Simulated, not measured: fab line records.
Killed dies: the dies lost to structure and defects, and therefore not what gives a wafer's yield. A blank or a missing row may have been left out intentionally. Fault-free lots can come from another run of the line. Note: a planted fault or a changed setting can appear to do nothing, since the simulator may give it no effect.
fab line records	flow nandHarc
record: lots: 24	wafers: 72	lastDay: 26
route steps=1159 shown A_SLIT@799 A_WL_FILL@825 A_CONTACT@873
lots that met no fault: from a run of the same line without faults
startH: start of the lot's first displayed wafer, in hours after the record's first day	waitH: time in hours since the lot's previous step	" identical to the entry in the row above	L1.1+2: a row that stands for several wafers	- either no value or no given start	* or withheld: withheld	< > ~ a bound
route shown NAME@n: a module of which the file shows steps, and the number in the route of the first	usual: mean and standard deviation over wafers with no fault	same: alike in all rows	chamber/n: place in a boat	sites: the reading at each site	_std_site: standard deviation across them	_edge_site: mean of outer sites minus mean of inner sites	radiusMm: for every site, how far away it sits from the centre of the wafer	mask NAME#n: copy n	behind: the tool/chamber that last shaped the wafer	hold: reason for holding the lot/hours on hold/outcome of the hold	device: transistor that didn't switch, given as n, p or np	end of line: tests of these same wafers at the route's end	for a step that has no rows: nothing shown but its recipe	killed: dies that structure and defects cost at the first sort, which is not the same as the wafer's yield	map: per-die view of a wafer (x killed, . not killed, _ where there is no die)
set.NAME: the setting the step ran with; set.NAME@STEP: the setting that earlier step ran with	model.NAME: the simulator's own value behind a step, which no gauge read
route steps across a sampled set of lots; one table per step, one row per wafer
services: when a tool's chamber went out of use (startH, in hours from the record's first day, below 0 if earlier), for how many hours, and the reason
== steps ==
step: NHARC_A_SLIT_ETCH_29
recipe: targetDepthA: 1000	overetchA: 100	timeS: 55	ionEnergyEv: 100	cf4FlowSccm: 80	o2FlowSccm: 20	arFlowSccm: 0	rfW: 300	biasW: 100	chemistry: CF4/O2
usual: cf4FlowSccm: 79.97/0.22	drypumpMotorCurrentA: 5.8/0.38	oes_f_703_au: 1.001/0.0049	oesProductAu: 1.002/0.012	rfVppV: 197.5/1.5	showerheadPlenumPTorr: 1.32/0.06	throttleValvePct: 13.398/0.0097
same: timeS: 55
lot.wafer	tool	chamber	startH	waitH	cf4FlowSccm	drypumpMotorCurrentA	oes_f_703_au	oesProductAu	rfHoursCounterH	rfVppV	showerheadPlenumPTorr	throttleValvePct
L074.4	rieDiel-10	3	324.44	0.1	79.98	6.2	1.001	0.999	12	196.1	1.25	13.393
L074.3	"	0	"	"	79.71	6.2	1.000	1.005	12	200.4	1.41	13.390
L074.5	"	3	"	"	79.95	6.2	1.008	1.009	-	196.7	1.25	13.397
L077.2	rieDiel-10	0	335.13	0.2	80.14	6.2	0.999	0.998	13	199.5	1.41	13.407
L077.1	"	3	"	"	80.24	6.2	1.001	1.006	13	194.8	1.25	13.396
L077.5	"	0	"	"	79.88	6.2	0.990	0.993	-	201.1	1.41	13.421
L076.1	rieDiel-10	1	336.70	0.1	80.14	5.7	1.003	1.001	12	199.9	1.40	13.406
L076.3	"	3	"	"	79.81	6.2	1.004	1.003	13	195.3	1.25	13.394
L076.4	"	0	"	"	79.91	6.3	1.004	0.999	13	199.3	1.41	13.395
L075.3	rieDiel-07	0	337.71	0.1	79.93	5.7	1.000	0.978	6	196.0	1.26	13.396
L075.4	"	3	"	"	80.28	5.7	1.003	1.002	5	197.0	1.31	13.401
L075.5	"	0	"	"	79.55	5.7	0.998	0.991	-	196.4	1.26	13.409
L078.4	rieDiel-10	1	338.40	0.1	80.19	5.7	0.997	1.002	12	199.4	1.40	13.402
L078.2	"	2	"	"	79.87	5.2	0.993	1.023	13	198.6	1.39	13.393
L078.1	"	3	"	"	80.08	6.1	1.006	1.005	14	196.4	1.25	13.393
L079.4	rieDiel-09	1	362.42	0.1	79.44	6.4	1.002	1.000	7	196.1	1.26	13.411
L079.2	"	0	"	"	80.13	6.1	1.002	1.022	5	198.3	1.30	13.416
L079.5	"	1	"	"	79.62	6.4	1.009	0.999	-	195.2	1.26	13.393
L080.3	rieDiel-10	3	364.35	0.1	79.74	6.1	0.995	0.998	0	196.1	1.25	13.407
L080.2	"	1	"	"	79.82	5.6	1.004	1.008	0	200.0	1.40	13.391
L080.5	"	3	"	"	79.98	6.1	1.002	1.004	-	195.8	1.25	13.403
L083.3	rieDiel-07	2	378.92	0.1	79.79	5.1	1.012	0.998	10	195.1	1.28	13.396
L083.4	"	3	"	"	80.44	5.8	1.004	0.989	8	197.3	1.31	13.388
L083.2	"	0	"	"	80.24	5.7	1.003	0.993	9	195.4	1.25	13.399
L081.4	rieDiel-07	0	380.62	0.1	79.98	5.7	0.991	0.991	9	196.2	1.25	13.408
L081.6	"	3	"	"	79.82	5.8	0.994	0.988	-	197.8	1.31	13.409
L081.5	"	0	"	"	80.24	5.7	1.009	1.005	-	196.4	1.25	13.397
L082.3	rieDiel-09	2	382.00	0.1	80.20	5.8	1.006	1.004	8	196.3	1.32	13.394
L082.6	"	0	"	"	79.62	6.2	1.004	1.022	-	196.4	1.30	13.406
L082.5	"	1	"	"	79.91	6.4	0.992	1.010	-	195.0	1.26	13.396
L084.2	rieDiel-07	0	382.26	0.1	80.21	5.7	0.998	0.983	9	195.3	1.25	13.405
L084.4	"	3	"	"	79.98	5.7	0.998	0.981	8	198.7	1.31	13.398
L084.6	"	0	"	"	79.97	5.7	1.000	0.985	-	195.1	1.25	13.400
L085.2	rieDiel-07	0	399.49	0.1	79.98	5.7	0.995	1.005	10	196.5	1.25	13.403
L085.4	"	1	"	"	80.10	5.7	1.005	0.989	11	197.4	1.33	13.391
L085.6	"	1	"	"	79.95	5.7	0.996	0.980	-	197.5	1.33	13.402
L089.2	rieDiel-10	2	399.68	0.1	80.16	5.2	0.999	1.006	3	199.0	1.39	13.408
L089.4	"	3	"	"	80.21	6.1	1.000	1.002	3	196.2	1.25	13.393
L089.5	"	0	"	"	79.83	6.2	1.000	0.992	-	197.1	1.41	13.404
L087.2	rieDiel-07	2	401.16	0.1	79.76	5.1	0.996	1.000	12	196.4	1.28	13.408
L087.4	"	1	"	"	80.12	5.6	1.000	0.984	11	198.0	1.33	13.375
L087.6	"	3	"	"	79.89	5.7	1.009	0.980	-	198.4	1.31	13.402
L086.3	rieDiel-09	0	401.46	0.1	80.10	6.2	0.999	1.023	8	197.3	1.30	13.410
L086.2	"	2	"	"	79.89	5.7	0.998	1.001	10	198.3	1.32	13.393
L086.6	"	3	"	"	80.00	5.9	1.000	1.011	-	197.8	1.30	13.406
L088.1	rieDiel-07	2	419.96	0.1	79.64	5.1	0.992	1.018	0	198.0	1.28	13.412
L088.2	"	3	"	"	80.05	5.7	0.994	1.009	0	198.8	1.31	13.391
L088.5	"	3	"	"	79.94	5.7	1.005	1.003	-	196.2	1.31	13.404
L090.2	rieDiel-07	3	421.97	0.1	79.82	5.7	1.006	1.009	0	196.8	1.31	13.388
L090.6	"	0	"	"	79.93	5.7	0.994	1.001	-	195.5	1.25	13.396
L090.5	"	1	"	"	79.90	5.6	1.010	1.000	-	198.9	1.33	13.393
L091.3	rieDiel-09	0	429.54	0.1	79.60	6.2	0.993	1.016	10	195.4	1.30	13.417
L091.2	"	1	"	"	80.07	6.4	1.007	1.016	11	196.1	1.26	13.384
L091.6	"	3	"	"	79.94	5.9	0.999	1.000	-	196.7	1.30	13.393
L092.1	rieDiel-10	3	429.90	0.1	79.70	6.2	1.002	0.988	5	195.5	1.25	13.389
L092.4	"	0	"	"	80.06	6.2	1.005	0.996	5	199.9	1.41	13.388
L092.3	"	1	"	"	80.27	5.7	0.997	1.008	6	197.8	1.40	13.397
L094.1	rieDiel-09	0	445.50	0.1	79.98	6.2	1.008	1.018	1	196.4	1.30	13.416
L094.2	"	1	"	"	80.11	6.5	1.002	0.997	1	196.8	1.26	13.407
L094.3	"	3	"	"	80.45	5.9	0.993	0.994	0	198.1	1.30	13.399
L093.2	rieDiel-10	3	445.66	0.1	80.10	6.1	1.002	0.996	6	196.9	1.25	13.378
L093.1	"	1	"	"	80.04	5.6	0.996	1.009	7	199.8	1.40	13.394
L093.5	"	2	"	"	79.96	5.3	1.008	1.018	-	199.6	1.39	13.397
L095.3	rieDiel-10	3	448.69	0.1	79.85	6.1	1.005	0.997	6	195.7	1.25	13.396
L095.2	"	0	"	"	79.88	6.2	1.001	1.002	7	198.5	1.41	13.410
L095.6	"	3	"	"	79.77	6.1	1.000	0.984	-	197.1	1.25	13.396
L096.2	rieDiel-09	1	473.50	0.1	80.15	6.5	0.999	0.995	2	195.9	1.26	13.388
L096.3	"	2	"	"	79.72	5.7	1.000	0.993	2	198.2	1.32	13.397
L096.6	"	1	"	"	80.05	6.4	1.006	1.009	-	195.3	1.26	13.391
L097.4	rieDiel-10	0	475.16	0.1	79.57	6.2	0.999	0.996	9	200.2	1.41	13.408
L097.2	"	1	"	"	79.67	5.7	1.002	1.012	9	200.4	1.40	13.410
L097.6	"	1	"	"	79.95	5.7	1.001	0.996	-	198.8	1.40	13.391
step: NHARC_A_WL_FILL_ETCHBACK_17
recipe: targetDepthA: 40	timeS: 26.7	chemistry: Cl2/BCl3
usual: drypumpMotorCurrentA: 5.8/0.37	oesProductAu: 1.000/0.0092
same: timeS: 26.7
lot.wafer	tool	chamber	startH	waitH	drypumpMotorCurrentA	oesProductAu	rfHoursCounterH
L074.4	rieMetal-02	1	349.76	-	6.3	0.993	-
L074.3	"	0	"	"	5.4	0.983	-
L074.5	"	1	"	"	6.3	0.990	-
L075.3	rieMetal-03	1	358.36	-	5.4	1.001	-
L075.4	"	0	"	"	6.0	1.004	-
L075.5	"	0	"	"	6.0	1.004	-
L076.1	rieMetal-01	0	358.38	-	6.2	1.007	0.7
L076.4	"	1	"	"	5.5	0.992	-
L076.3	"	0	"	"	6.2	0.997	-
L077.1	rieMetal-02	0	358.75	-	5.5	0.997	3.6
L077.2	"	1	"	"	6.3	1.004	3.6
L077.5	"	1	"	"	6.4	0.989	-
L078.2	rieMetal-02	1	368.86	-	6.3	0.995	3.6
L078.1	"	0	"	"	5.4	1.000	3.6
L078.4	"	0	"	"	5.5	1.002	-
L079.2	rieMetal-02	1	385.58	-	6.3	0.988	4.2
L079.4	"	1	"	"	6.4	0.987	-
L079.5	"	0	"	"	5.5	1.004	-
L080.2	rieMetal-01	1	385.62	-	5.5	0.998	1.4
L080.3	"	1	"	"	5.5	0.989	-
L080.5	"	1	"	"	5.5	0.994	-
L083.2	rieMetal-03	0	402.22	-	6.0	0.990	3.4
L083.4	"	0	"	"	6.0	0.997	-
L083.3	"	1	"	"	5.4	1.012	-
L081.4	rieMetal-02	0	402.27	-	5.5	0.989	-
L081.5	"	0	"	"	5.5	0.981	-
L081.6	"	1	"	"	6.4	0.999	-
L084.2	rieMetal-03	0	409.42	-	6.0	0.996	3.5
L084.4	"	1	"	"	5.4	1.008	-
L084.6	"	1	"	"	5.4	1.007	-
L082.3	rieMetal-01	1	409.43	-	5.5	0.999	-
L082.6	"	1	"	"	5.5	0.997	-
L082.5	"	0	"	"	6.2	1.008	-
L089.2	rieMetal-01	1	428.13	-	5.5	0.999	2.5
L089.4	"	1	"	"	5.5	0.987	-
L089.5	"	0	"	"	6.2	1.013	-
L085.2	rieMetal-03	1	428.35	-	5.4	1.006	3.7
L085.4	"	1	"	"	5.4	1.001	-
L085.6	"	1	"	"	5.4	1.012	-
L087.2	rieMetal-02	0	428.77	-	5.5	0.994	0.8
L087.4	"	0	"	"	5.5	0.989	-
L087.6	"	1	"	"	6.3	1.014	-
L086.2	rieMetal-01	0	431.50	-	6.2	1.013	2.5
L086.3	"	1	"	"	5.5	0.997	-
L086.6	"	1	"	"	5.5	0.992	-
L088.1	rieMetal-02	0	445.15	-	5.5	0.996	1.5
L088.2	"	1	"	"	6.4	1.008	1.5
L088.5	"	0	"	"	5.5	0.994	-
L090.2	rieMetal-02	0	448.36	-	5.5	1.000	1.6
L090.6	"	1	"	"	6.3	1.002	-
L090.5	"	0	"	"	5.5	0.991	-
L092.1	rieMetal-02	1	459.19	-	6.4	1.013	1.6
L092.3	"	0	"	"	5.5	0.987	-
L092.4	"	1	"	"	6.4	0.994	-
L091.2	rieMetal-01	0	459.23	-	6.1	1.008	3.7
L091.3	"	0	"	"	6.2	1.011	-
L091.6	"	1	"	"	5.5	0.991	-
L093.1	rieMetal-03	1	472.94	-	5.4	1.013	0.2
L093.2	"	0	"	"	6.0	0.990	0.2
L093.5	"	1	"	"	5.4	1.010	-
L094.2	rieMetal-01	0	473.36	-	6.2	1.003	4.0
L094.1	"	1	"	"	5.5	0.995	4.0
L094.3	"	1	"	"	5.5	0.987	-
L095.2	rieMetal-02	1	475.78	-	6.3	1.009	2.1
L095.3	"	0	"	"	5.5	1.004	-
L095.6	"	1	"	"	6.3	1.010	-
L096.2	rieMetal-03	1	500.88	-	5.4	1.016	1.0
L096.3	"	0	"	"	6.0	0.997	-
L096.6	"	1	"	"	5.4	1.015	-
L097.2	rieMetal-03	1	509.50	-	5.4	1.012	1.4
L097.4	"	0	"	"	6.0	0.998	-
L097.6	"	0	"	"	6.0	0.997	-
step: NHARC_A_CONTACT_ETCH_122
recipe: sourceW: withheld	pressureMtorr: 20	biasV: 3000	timeS: 95	targetDepthA: 9300	arFlowSccm: withheld	c4f8FlowSccm: withheld	o2FlowSccm: withheld	chemistry: C4F8/O2/Ar
same: timeS: 95
lot.wafer	tool	chamber	startH	waitH	rfHoursCounterH
L074.4	harCapEtch-01	1	367.37	0.1	-
L074.3	"	0	"	"	-
L074.5	"	0	"	"	-
L077.2	harCapEtch-02	0	378.93	0.1	11
L077.1	"	1	"	"	11
L077.5	"	1	"	"	-
L075.3	harCapEtch-03	0	380.67	0.1	-
L075.4	"	1	"	"	-
L075.5	"	1	"	"	-
L076.1	harCapEtch-01	1	385.57	0.1	59
L076.3	"	0	"	"	-
L076.4	"	1	"	"	-
L078.2	harCapEtch-01	0	388.14	0.1	60
L078.1	"	1	"	"	60
L078.4	"	0	"	"	-
L080.2	harCapEtch-03	0	405.10	0.1	87
L080.3	"	1	"	"	-
L080.5	"	0	"	"	-
L079.2	harCapEtch-02	0	407.35	0.1	16
L079.4	"	1	"	"	-
L079.5	"	0	"	"	-
L081.4	harCapEtch-02	0	419.78	0.1	-
L081.6	"	0	"	"	-
L081.5	"	1	"	"	-
L083.2	harCapEtch-03	0	421.89	0.1	89
L083.4	"	1	"	"	-
L083.3	"	0	"	"	-
L084.2	harCapEtch-01	0	431.21	0.1	65
L084.4	"	0	"	"	-
L084.6	"	0	"	"	-
L082.3	harCapEtch-02	0	431.67	0.1	-
L082.6	"	0	"	"	-
L082.5	"	1	"	"	-
L087.2	harCapEtch-03	1	445.61	0.1	93
L087.4	"	1	"	"	-
L087.6	"	1	"	"	-
L085.2	harCapEtch-02	0	447.34	0.1	23
L085.4	"	1	"	"	-
L085.6	"	0	"	"	-
L089.2	harCapEtch-03	0	451.20	0.1	95
L089.4	"	1	"	"	-
L089.5	"	1	"	"	-
L086.2	harCapEtch-02	0	452.94	0.1	24
L086.3	"	0	"	"	-
L086.6	"	1	"	"	-
L090.2	harCapEtch-02	1	465.86	0.1	26
L090.6	"	0	"	"	-
L090.5	"	1	"	"	-
L088.2	harCapEtch-03	0	467.22	0.1	99
L088.1	"	1	"	"	99
L088.5	"	0	"	"	-
L091.2	harCapEtch-01	1	476.93	0.1	74
L091.3	"	1	"	"	-
L091.6	"	1	"	"	-
L092.1	harCapEtch-02	1	477.08	0.1	29
L092.4	"	0	"	"	-
L092.3	"	1	"	"	-
L094.2	harCapEtch-01	1	494.16	0.1	76
L094.1	"	0	"	"	76
L094.3	"	1	"	"	-
L093.1	harCapEtch-02	0	496.21	0.1	32
L093.2	"	1	"	"	32
L093.5	"	1	"	"	-
L095.2	harCapEtch-01	0	501.26	0.1	77
L095.3	"	0	"	"	-
L095.6	"	0	"	"	-
L096.2	harCapEtch-03	0	520.22	0.1	106
L096.3	"	0	"	"	-
L096.6	"	0	"	"	-
L097.2	harCapEtch-01	1	532.38	0.1	81
L097.4	"	0	"	"	-
L097.6	"	1	"	"	-
step: NHARC_A_CONTACT_CD_MEAS_53
usual: cdNm: 189.5/0.61
lot.wafer	tool	chamber	startH	waitH	cdNm
L074.3	cdSem-02	-	368.26	-	188.8
L074.4	"	-	"	"	190.2
L074.5	"	-	"	"	189.2
L077.1	cdSem-02	-	379.84	-	189.5
L077.2	"	-	"	"	189.9
L077.5	"	-	"	"	189.2
L075.3	cdSem-02	-	381.62	-	189.8
L075.4	"	-	"	"	190.2
L075.5	"	-	"	"	190.4
L076.1	cdSem-02	-	386.56	-	189.7
L076.3	"	-	"	"	189.4
L076.4	"	-	"	"	188.6
L078.1	cdSem-03	-	389.04	-	189.4
L078.2	"	-	"	"	189.9
L078.4	"	-	"	"	190.1
L080.2	cdSem-01	-	406.05	-	189.6
L080.3	"	-	"	"	188.8
L080.5	"	-	"	"	189.7
L079.2	cdSem-02	-	408.26	-	189.8
L079.4	"	-	"	"	189.4
L079.5	"	-	"	"	189.0
L081.4	cdSem-02	-	420.71	-	190.5
L081.5	"	-	"	"	190.7
L081.6	"	-	"	"	190.2
L083.2	cdSem-01	-	422.79	-	188.9
L083.3	"	-	"	"	188.6
L083.4	"	-	"	"	187.9
L084.2	cdSem-01	-	432.15	-	189.1
L084.4	"	-	"	"	189.3
L084.6	"	-	"	"	189.1
L082.3	cdSem-03	-	432.60	-	189.4
L082.5	"	-	"	"	189.4
L082.6	"	-	"	"	189.4
L087.2	cdSem-02	-	446.55	-	188.8
L087.4	"	-	"	"	188.8
L087.6	"	-	"	"	189.6
L085.2	cdSem-02	-	448.26	-	189.8
L085.4	"	-	"	"	189.4
L085.6	"	-	"	"	190.1
L089.2	cdSem-01	-	452.15	-	189.1
L089.4	"	-	"	"	189.6
L089.5	"	-	"	"	189.2
L086.2	cdSem-01	-	453.93	-	189.5
L086.3	"	-	"	"	189.3
L086.6	"	-	"	"	190.0
L090.2	cdSem-01	-	466.76	-	189.8
L090.5	"	-	"	"	189.3
L090.6	"	-	"	"	189.8
L088.1	cdSem-01	-	468.21	-	189.4
L088.2	"	-	"	"	189.6
L088.5	"	-	"	"	189.9
L091.2	cdSem-02	-	477.83	-	189.5
L091.3	"	-	"	"	189.7
L091.6	"	-	"	"	189.8
L092.1	cdSem-01	-	477.97	-	190.4
L092.3	"	-	"	"	189.8
L092.4	"	-	"	"	190.7
L094.1	cdSem-02	-	495.07	-	189.6
L094.2	"	-	"	"	189.9
L094.3	"	-	"	"	190.3
L093.1	cdSem-02	-	498.55	-	188.6
L093.2	"	-	"	"	189.2
L093.5	"	-	"	"	188.7
L095.2	cdSem-03	-	502.18	-	188.6
L095.3	"	-	"	"	188.7
L095.6	"	-	"	"	188.9
L096.2	cdSem-01	-	521.14	-	189.6
L096.3	"	-	"	"	189.3
L096.6	"	-	"	"	189.4
L097.2	cdSem-02	-	533.27	-	188.6
L097.4	"	-	"	"	188.6
L097.6	"	-	"	"	188.9
step: NHARC_A_CONTACT_ETCH_126
recipe: sourceW: withheld	pressureMtorr: 20	biasV: 1200	timeS: 155	targetDepthA: 9560	arFlowSccm: withheld	c4f8FlowSccm: withheld	o2FlowSccm: withheld	chemistry: C4F8/O2/Ar
same: timeS: 155
lot.wafer	tool	chamber	startH	waitH	rfHoursCounterH
L074.3	harCapEtch-01	0	374.73	0.1	-
L074.4	"	1	"	"	-
L074.5	"	0	"	"	-
L077.1	harCapEtch-03	1	384.83	0.1	83
L077.2	"	0	"	"	83
L077.5	"	0	"	"	-
L075.3	harCapEtch-02	1	386.87	0.1	-
L075.4	"	0	"	"	-
L075.5	"	0	"	"	-
L076.1	harCapEtch-02	1	391.78	0.1	13
L076.4	"	1	"	"	-
L076.3	"	0	"	"	-
L078.2	harCapEtch-03	1	394.44	0.2	85
L078.1	"	0	"	"	85
L078.4	"	0	"	"	-
L080.2	harCapEtch-01	1	412.01	0.1	62
L080.3	"	1	"	"	-
L080.5	"	1	"	"	-
L079.2	harCapEtch-03	1	414.01	0.1	87
L079.4	"	0	"	"	-
L079.5	"	1	"	"	-
L081.4	harCapEtch-02	0	426.42	0.1	-
L081.5	"	1	"	"	-
L081.6	"	0	"	"	-
L083.2	harCapEtch-03	0	428.07	0.2	90
L083.4	"	0	"	"	-
L083.3	"	1	"	"	-
L084.2	harCapEtch-02	1	437.61	0.1	20
L084.4	"	1	"	"	-
L084.6	"	1	"	"	-
L082.3	harCapEtch-01	1	438.90	0.1	-
L082.5	"	1	"	"	-
L082.6	"	0	"	"	-
L087.2	harCapEtch-01	1	451.75	0.1	68
L087.4	"	1	"	"	-
L087.6	"	1	"	"	-
L085.2	harCapEtch-03	1	453.88	0.1	95
L085.4	"	0	"	"	-
L085.6	"	0	"	"	-
L089.2	harCapEtch-01	0	457.43	0.1	70
L089.4	"	1	"	"	-
L089.5	"	1	"	"	-
L086.2	harCapEtch-03	1	460.54	0.2	97
L086.3	"	0	"	"	-
L086.6	"	0	"	"	-
L090.2	harCapEtch-02	0	472.25	0.1	27
L090.6	"	0	"	"	-
L090.5	"	1	"	"	-
L088.2	harCapEtch-03	1	474.00	0.1	99
L088.1	"	0	"	"	99
L088.5	"	1	"	"	-
L091.2	harCapEtch-02	0	485.94	0.1	29
L091.3	"	0	"	"	-
L091.6	"	0	"	"	-
L092.1	harCapEtch-03	0	487.99	0.1	101
L092.4	"	0	"	"	-
L092.3	"	1	"	"	-
L094.2	harCapEtch-03	0	501.72	0.1	103
L094.1	"	1	"	"	103
L094.3	"	0	"	"	-
L093.1	harCapEtch-02	0	505.04	0.1	33
L093.2	"	1	"	"	33
L093.5	"	1	"	"	-
L095.2	harCapEtch-01	1	507.27	0.1	77
L095.3	"	0	"	"	-
L095.6	"	0	"	"	-
L096.2	harCapEtch-03	0	527.16	0.1	106
L096.3	"	1	"	"	-
L096.6	"	1	"	"	-
L097.2	harCapEtch-03	1	541.56	0.1	110
L097.4	"	0	"	"	-
L097.6	"	0	"	"	-
step: NHARC_A_CONTACT_ETCH_97
recipe: targetDepthA: 200	overEtchFrac: 0.5	timeS: 10	ionEnergyEv: 250	c4f6FlowSccm: 25	o2FlowSccm: 20	arFlowSccm: 500	rfW: 600	biasW: 500	chemistry: C4F6/O2
usual: drypumpMotorCurrentA: 5.8/0.52	oesProductAu: 0.959/0.024	rfVppV: 546.1/2.6	showerheadPlenumPTorr: 3.88/0.12	throttleValvePct: 26.903/0.0095
same: timeS: 10
lot.wafer	tool	chamber	startH	waitH	drypumpMotorCurrentA	oesProductAu	rfHoursCounterH	rfVppV	showerheadPlenumPTorr	throttleValvePct
L074.4	rieDiel-12	2	-	-	5.7	0.939	61	541.9	3.74	26.896
L074.3	"	3	"	"	5.9	0.930	57	545.0	3.79	26.895
L074.5	"	0	"	"	6.7	0.942	-	544.4	3.85	26.913
L077.2	rieDiel-01	2	-	-	5.1	0.965	14	544.0	3.80	26.892
L077.1	"	3	"	"	6.2	0.961	15	545.1	3.81	26.918
L077.5	"	2	"	"	5.1	0.967	-	542.7	3.80	26.903
L075.4	rieDiel-01	1	-	-	5.4	0.936	15	550.0	4.08	26.913
L075.3	"	3	"	"	6.2	0.938	15	543.4	3.81	26.914
L075.5	"	1	"	"	5.4	0.942	-	550.1	4.08	26.902
L076.4	rieDiel-02	2	-	-	5.4	0.948	24	552.7	4.21	26.889
L076.3	"	3	"	"	6.1	0.929	24	549.9	4.05	26.906
L076.1	"	0	"	"	6.6	0.931	21	545.2	3.82	26.905
L078.4	rieDiel-01	3	-	-	6.2	0.940	17	545.4	3.81	26.899
L078.2	"	0	"	"	5.7	0.957	17	546.4	3.88	26.904
L078.1	"	2	"	"	5.1	0.957	16	544.9	3.80	26.898
L080.3	rieDiel-02	2	-	-	5.4	0.963	32	553.2	4.21	26.911
L080.2	"	3	"	"	6.2	0.941	31	550.0	4.04	26.899
L080.5	"	0	"	"	6.6	0.927	-	544.5	3.81	26.886
L079.4	rieDiel-01	2	-	-	5.1	0.946	19	543.9	3.80	26.904
L079.2	"	1	"	"	5.4	0.950	20	551.3	4.07	26.903
L079.5	"	3	"	"	6.2	0.929	-	545.5	3.81	26.912
L081.4	rieDiel-01	2	-	-	5.1	0.930	21	544.8	3.80	26.900
L081.6	"	0	"	"	5.6	0.954	-	546.4	3.88	26.901
L081.5	"	1	"	"	5.4	0.932	-	549.9	4.07	26.921
L083.4	rieDiel-01	0	-	-	5.7	0.952	24	547.7	3.88	26.901
L083.2	"	1	"	"	5.4	0.947	23	550.6	4.07	26.913
L083.3	"	2	"	"	5.1	0.944	22	543.8	3.80	26.927
L084.4	rieDiel-01	2	-	-	5.1	0.954	23	543.7	3.80	26.910
L084.2	"	1	"	"	5.4	0.935	23	549.7	4.07	26.912
L084.6	"	2	"	"	5.1	0.956	-	544.4	3.80	26.900
L082.3	rieDiel-01	2	-	-	5.1	1.001	23	545.4	3.80	26.883
L082.6	"	1	"	"	5.4	0.986	-	549.6	4.07	26.899
L082.5	"	2	"	"	5.1	1.005	-	544.6	3.80	26.920
L087.2	rieDiel-12	3	453.55	0.2	5.9	0.990	22	542.9	3.78	26.906
L087.6	"	3	"	"	5.9	0.997	-	542.6	3.78	26.878
L087.4	"	2	"	"	5.7	0.978	-	542.5	3.73	26.913
L085.4	rieDiel-01	0	-	-	5.7	0.943	27	545.7	3.88	26.889
L085.2	"	1	"	"	5.4	0.934	26	549.9	4.07	26.908
L085.6	"	2	"	"	5.1	0.954	-	545.5	3.80	26.908
L089.4	rieDiel-01	2	-	-	5.1	0.962	27	544.6	3.80	26.908
L089.2	"	1	"	"	5.4	0.946	27	549.7	4.07	26.901
L089.5	"	2	"	"	5.1	0.954	-	542.7	3.80	26.901
L086.3	rieDiel-01	2	-	-	5.1	0.960	28	544.2	3.80	26.900
L086.2	"	1	"	"	5.4	0.956	28	551.1	4.07	26.906
L086.6	"	2	"	"	5.1	0.946	-	544.1	3.80	26.916
L090.2	rieDiel-01	1	-	-	5.4	0.933	31	548.9	4.07	26.896
L090.6	"	1	"	"	5.4	0.949	-	550.0	4.07	26.902
L090.5	"	2	"	"	5.1	0.973	-	543.3	3.79	26.905
L088.1	rieDiel-12	2	-	-	5.7	0.950	31	543.1	3.72	26.893
L088.2	"	3	"	"	5.9	0.953	32	543.5	3.78	26.913
L088.5	"	1	"	"	5.4	0.983	-	547.6	3.96	26.906
L091.2	rieDiel-02	3	-	-	6.2	0.934	60	548.8	4.03	26.893
L091.3	"	0	"	"	6.6	0.930	56	543.3	3.80	26.889
L091.6	"	0	"	"	6.6	0.925	-	544.7	3.80	26.894
L092.1	rieDiel-01	1	489.71	0.1	5.4	0.966	33	550.3	4.07	26.894
L092.3	"	3	"	"	6.2	0.963	33	544.4	3.80	26.907
L092.4	"	1	"	"	5.4	0.980	-	550.3	4.07	26.900
L094.3	rieDiel-01	2	-	-	5.1	1.014	0	544.6	3.79	26.900
L094.2	"	3	"	"	6.2	1.003	0	544.5	3.80	26.909
L094.1	"	0	"	"	5.7	1.004	0	544.7	3.87	26.911
L093.2	rieDiel-12	0	-	-	6.8	0.987	27	546.4	3.84	26.908
L093.1	"	1	"	"	5.4	1.004	44	548.6	3.96	26.905
L093.5	"	1	"	"	5.4	1.014	-	547.1	3.96	26.901
L095.2	rieDiel-01	1	-	-	5.4	0.951	1	549.9	4.06	26.911
L095.3	"	3	"	"	6.2	0.940	1	543.7	3.80	26.904
L095.6	"	0	"	"	5.7	0.945	-	546.3	3.87	26.894
L096.3	rieDiel-12	2	528.86	0.1	5.6	0.945	50	544.1	3.71	26.894
L096.2	"	3	"	"	5.9	0.945	50	544.4	3.76	26.913
L096.6	"	0	"	"	6.7	0.943	-	544.8	3.83	26.907
L097.4	rieDiel-02	1	-	-	6.7	1.003	8	544.5	3.81	26.892
L097.2	"	3	"	"	6.1	0.985	9	549.3	4.02	26.906
L097.6	"	0	"	"	6.6	0.993	-	545.3	3.79	26.904
== services ==
tool	chamber	startH	hours	kind
rieDiel-10	3	300.91	5.7	repair
harCapEtch-02	-	305.00	17.0	pm
rieDiel-01	2	310.45	4.5	repair
rieDiel-01	-	314.94	9.0	pm
rieDiel-07	0	320.38	9.3	repair
harCapEtch-03	-	324.59	1.7	repair
rieMetal-01	-	332.00	9.0	pm
rieDiel-10	-	353.50	9.0	pm
rieMetal-02	-	364.71	2.1	repair
rieMetal-03	-	366.37	0.4	repair
rieMetal-02	-	388.00	9.0	pm
rieDiel-07	-	391.30	0.3	repair
rieDiel-07	-	405.20	9.0	pm
harCapEtch-01	-	420.51	0.6	repair
rieDiel-01	1	432.22	3.1	repair
rieDiel-07	0	468.42	3.9	repair
rieDiel-01	2	485.49	7.9	repair
rieDiel-10	2	488.29	7.3	repair
rieDiel-01	-	492.13	9.0	pm
rieDiel-10	3	495.17	2.7	repair
rieMetal-02	0	506.31	22.0	repair
rieDiel-07	3	518.42	3.1	repair
rieDiel-10	1	520.98	9.8	repair
rieDiel-10	-	530.50	9.0	pm
== key ==
fault none
